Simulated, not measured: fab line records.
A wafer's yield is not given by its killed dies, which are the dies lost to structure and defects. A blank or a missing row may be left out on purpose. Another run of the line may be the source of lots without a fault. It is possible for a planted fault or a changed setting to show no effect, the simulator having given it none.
Struck lot and sound lot, side by side || flow n5_finfet || 17 steps out of a route of 1938
Sound: the wafers L549.1, L549.3, L549.4. Struck: wafer L563.6 (left out: L563.1, L563.3 of the same lot, which were not struck); the cause appears at the end.
Per side, at each step with rows, come the tool, then ch with its chambers, and then its first start. Under that, the readings that differ: sound wafers || struck wafers || difference of the means || sigmas: that difference in standard deviations of wafers without a fault.
alike: same words and numbers on both sides, and readings whose means sit less than 2 such deviations apart. not compared: any withheld reading, any reading some wafer has no value for, any bound like >300 that may hide the same value, and any number with overlapping values for which the record gives no deviation.
Wherever a step has rows on one side only, a row that says differs or no value, or a row with sigmas, the two part there. Numbers that don't overlap but have no deviation are shown without sigmas and don't part them. Lack of a reading on every wafer of one side parts them only where that side has two or more wafers.

first, 7 steps without rows for these wafers: N5_BEOL_M10_COAT_60 (time 60 s, resist thk 30 nm); N5_BEOL_M10_COAT_05 (resist thk 90 nm); N5_BEOL_M10_EBR_07; N5_BEOL_M10_SOFTBAKE_06 (time 60 s); N5_BEOL_M10_EXPOSE_08 (exposes mask M10); N5_BEOL_M10_PEB_09 (peb time 60 s); N5_BEOL_M10_DEVELOP_10 (develop time 30 s).
N5_BEOL_M10_CD_MEAS_11 targets a cd of 64.1 nm.
  sound on cd_sem-01 ch 0, day 11 21:08; struck on cd_sem-01 ch 0, day 15 07:28
  alike: cd_nm
N5_BEOL_M10_OVL_MEAS_12:
  sound on overlay-02 ch 0, day 11 21:10; struck on overlay-02 ch 0, day 15 07:29
  alike: M10_OVL
N5_BEOL_M10_INSPECT_13: inspects for defects (brightfield).
  struck on defect_inspect-01, day 15 07:31; sound on defect_inspect-01, day 11 21:12
  alike: raw_defect_count
N5_BEOL_M10_DESCUM_16: chemistry O2, time 7.9 s.
  sound on rie_diel-01 ch 1,2,3, day 11 21:21; struck on rie_diel-06 ch 2, day 15 07:40
{"reading": "drypump_motor_current_A (A)", "sound": "5.6 6.2 5.8", "struck": 5.0, "difference": -0.9, "sigmas": -2}
{"reading": "rf_vpp_V (V)", "sound": "242.3 241.6 242.3", "struck": 244.6, "difference": "+2.5", "sigmas": "+2"}
  alike: oes_product_au, rf_fwd_power_W, showerhead_plenum_p_Torr, throttle_valve_pct
  not compared: rf_hours_counter_h
N5_BEOL_M10_ETCH_61: etches SiARC in CF4, target depth 39 nm, time 65 s.
  sound on rie_diel-01 ch 1,2,3, day 11 21:23; struck on rie_diel-06 ch 2, day 15 07:43
  alike: drypump_motor_current_A, etch_rf_on_time_s, mfc_ar_sccm, oes_product_au, rf_fwd_power_W, rf_vpp_V, showerhead_plenum_p_Torr, throttle_valve_pct
  not compared: rf_hours_counter_h
N5_BEOL_M10_ETCH_62: etches SOC in N2/H2, target depth 110 nm, overetch 22 nm, time 165 s.
  sound on rie_diel-01 ch 1,2,3, day 11 21:26; struck on rie_diel-06 ch 2, day 15 07:46
{"reading": "model.SiARC_of_BEOL_M10_COAT_60.thk_nm (nm)", "sound": "23.4 23.4 23.4", "struck": 20.2, "difference": -3.2, "sigmas": ""}
{"reading": "model.BEOL_M10.cd_offset_nm (nm)", "sound": "-0.4 -1 -1", "struck": 1.4, "difference": "+2.2", "sigmas": ""}
  alike: drypump_motor_current_A, oes_product_au, rf_fwd_power_W, rf_vpp_V, showerhead_plenum_p_Torr, throttle_valve_pct
  not compared: rf_hours_counter_h
then, 1 step without rows for these wafers: N5_BEOL_M10_STRIP_68 (strips in N2/H2).
N5_BEOL_M10_STRIP_67: strips in CF4.
  sound on rie_diel-01 ch 1,2,3, day 11 21:35; struck on rie_diel-06 ch 2, day 15 07:54
  alike: drypump_motor_current_A, oes_product_au, rf_vpp_V, showerhead_plenum_p_Torr, throttle_valve_pct
  not compared: rf_hours_counter_h
N5_BEOL_M10_HM_OPEN_17: chemistry Cl2/BCl3, target TiN, target depth 20 nm, overetch 6 nm.
  sound on rie_metal-03 ch 0,1, day 11 21:37; struck on rie_metal-02 ch 1, day 15 07:56
{"reading": "throttle_valve_pct (%)", "sound": "21.89 21.92 21.90", "struck": 22.40, "difference": "+0.50", "sigmas": "+2"}
{"reading": "model.BEOL_M10.cd_offset_nm (nm)", "sound": "-0.4 -1 -0.8", "struck": 1.4, "difference": "+2.1", "sigmas": ""}
  alike: drypump_motor_current_A, mfc_ar_sccm, oes_ar_750_au, oes_product_au, rf_fwd_power_W
  not compared: rf_hours_counter_h
N5_BEOL_M10_STRIP_19: strips in O2.
  sound on rie_diel-01 ch 1,2,3, day 11 21:46; struck on rie_diel-06 ch 3, day 15 08:04
  alike: drypump_motor_current_A, oes_product_au, rf_vpp_V, showerhead_plenum_p_Torr, throttle_valve_pct
  not compared: rf_hours_counter_h

WHERE THEY PART
Earliest at N5_BEOL_M10_DESCUM_16; latest, in this record, at N5_BEOL_M10_HM_OPEN_17. Later steps at which nothing parts them and some readings are alike: N5_BEOL_M10_STRIP_19.

WHY: whatever the simulator had introduced
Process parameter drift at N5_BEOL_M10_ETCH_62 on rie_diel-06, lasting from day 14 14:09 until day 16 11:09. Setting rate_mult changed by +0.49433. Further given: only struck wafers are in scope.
